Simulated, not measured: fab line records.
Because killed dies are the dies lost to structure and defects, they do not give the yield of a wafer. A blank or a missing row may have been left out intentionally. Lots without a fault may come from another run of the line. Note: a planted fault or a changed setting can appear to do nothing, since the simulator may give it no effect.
Matching of chambers | flow n5-finfet | N5_BEOL_M2_ALD_98 on ald-sin-03: 4 sister chambers
The step deposits SiO2, target thk 2.5 nm, pulse time 1 s, co reactant pulse time 1 s. 22 wafers are shown with their chamber, then 11 later ones without.

WAFERS, EACH WITH ITS CHAMBER
wafer  | chamber | heater-power-w (W) | precursor-pulse-height-rel
L075.3 | 0       | 69                 | 1.002
L075.4 | 3       | 75                 | 1.021
L075.6 | 3       | 76                 | 1.014
L077.1 | 2       | 81                 | 1.006
L077.3 | 0       | 68                 | 0.997
L077.5 | 1       | 69                 | 1.020
L080.1 | 0       | 69                 | 0.956
L080.2 | 1       | 69                 | 1.017
L080.6 | 2       | 83                 | 1.023
L084.1 | 1       | 69                 | 1.000
L084.3 | 2       | 80                 | 0.985
L084.4 | 0       | 69                 | 1.026
L083.2 | 2       | 81                 | 1.044
L083.4 | 3       | 76                 | 1.011
L083.5 | 0       | 69                 | 1.036
L086.1 | 0       | 69                 | 0.983
L086.2 | 3       | 76                 | 1.017
L086.5 | 0       | 69                 | 0.996
L087.2 | 2       | 83                 | 0.999
L087.4 | 1       | 70                 | 0.975
L087.6 | 2       | 83                 | 1.005
L089.2 | 0       | 67                 | 1.002

SIGNATURES (means of the wafers above)
reading                    | chamber 0 | chamber 1 | chamber 2 | chamber 3 | scatter within a chamber
heater-power-w             | 68.62     | 69.25     | 81.83     | 75.75     | 0.888
precursor-pulse-height-rel | 0.99975   | 1.00300   | 1.01033   | 1.01575   | 0.0206
Rule: distance of a wafer from a chamber = root of the sum over the readings of ((wafer's reading minus chamber's mean) / reading's scatter) squared. If the next closest chamber is less than 2 further off than the closest, the wafer can't be placed; otherwise it belongs to the closest. The scatter: the root of (the sum of the squares of (reading less its chamber's mean) over the shown wafers, divided by (wafers less chambers)).

WAFERS MISSING THEIR CHAMBER
wafer  | heater-power-w (W) | precursor-pulse-height-rel
L089.4 | 82                 | 1.009
L089.6 | 68                 | 1.011
L090.1 | 69                 | 0.979
L090.5 | 67                 | 1.000
L090.6 | 77                 | 1.017
L093.3 | 69                 | 1.002
L093.4 | 82                 | 0.988
L093.5 | 71                 | 1.003
L095.1 | 68                 | 0.964
L095.5 | 76                 | 1.054
L095.6 | 69                 | 1.015

CHAMBER TAKEN BY EACH
wafer  | from the rows above     | in truth
L089.4 | 2                       | 2
L089.6 | can't be placed: 0 or 1 | 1
L090.1 | can't be placed: 0 or 1 | 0
L090.5 | can't be placed: 0 or 1 | 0
L090.6 | 3                       | 3
L093.3 | can't be placed: 1 or 0 | 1
L093.4 | 2                       | 2
L093.5 | can't be placed: 1 or 0 | 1
L095.1 | can't be placed: 0 or 1 | 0
L095.5 | 3                       | 3
L095.6 | can't be placed: 1 or 0 | 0
Correctly placed: 4 of 11. Not placeable from these rows: 7 (in 7, the candidates include the true chamber). Wrongly placed: 0.
